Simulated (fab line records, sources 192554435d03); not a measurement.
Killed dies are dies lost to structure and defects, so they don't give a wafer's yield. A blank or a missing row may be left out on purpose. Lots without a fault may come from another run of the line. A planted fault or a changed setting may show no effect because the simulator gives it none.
Chamber matching | flow n5_finfet | N5_HKMG_FIN_CMP_94 on cmp-03: 4 sister chambers
The step polishes, stops on SiNx, t overpolish 4.7 s, target thk 43.299 nm. 8 wafers are shown with their chamber, then 7 later ones without.

WAFERS WITH THEIR CHAMBER
wafer  | chamber | motor_current_A (A) | slurry_flow_ml_min
L079.4 | 3       | 12.5                | 150.0
L080.2 | 0       | 10.9                | 149.9
L082.1 | 3       | 12.6                | 150.2
L082.6 | 2       | 10.7                | 149.3
L083.5 | 2       | 11.1                | 149.6
L083.6 | 1       | 10.7                | 149.5
L087.1 | 0       | 10.5                | 150.5
L087.2 | 1       | 11.3                | 150.5

WAFERS WITHOUT THEIR CHAMBER
wafer  | motor_current_A (A) | slurry_flow_ml_min
L087.3 | 10.8                | 150.2
L092.1 | 10.6                | 150.1
L092.4 | 12.5                | 150.6
L092.5 | 12.6                | 150.0
L097.2 | 12.6                | 150.3
L097.3 | 11.1                | 150.0
L097.5 | 10.5                | 149.6

WHICH CHAMBER EACH WENT THROUGH
wafer  | from the rows above          | in truth
L087.3 | can't be placed: 0 or 1 or 2 | 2
L092.1 | can't be placed: 0 or 1 or 2 | 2
L092.4 | 3                            | 3
L092.5 | 3                            | 3
L097.2 | 3                            | 3
L097.3 | can't be placed: 1 or 0 or 2 | 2
L097.5 | can't be placed: 2 or 0 or 1 | 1
Placed correctly: 3 of 7. Can't be placed from these rows: 4 (the true chamber is among the candidates in 4). Placed wrongly: 0.
How it was worked out, from the rows above alone: a wafer's distance from a chamber is the root of the sum, over the readings, of the square of ((its reading less the chamber's mean) divided by the reading's scatter). The wafer belongs to the nearest chamber; if the next one is less than 2 further off, it can't be placed. A chamber's mean is the mean of its shown wafers. The scatter: the root of (the sum of the squares of (reading less its chamber's mean) over the shown wafers, divided by (wafers less chambers)).
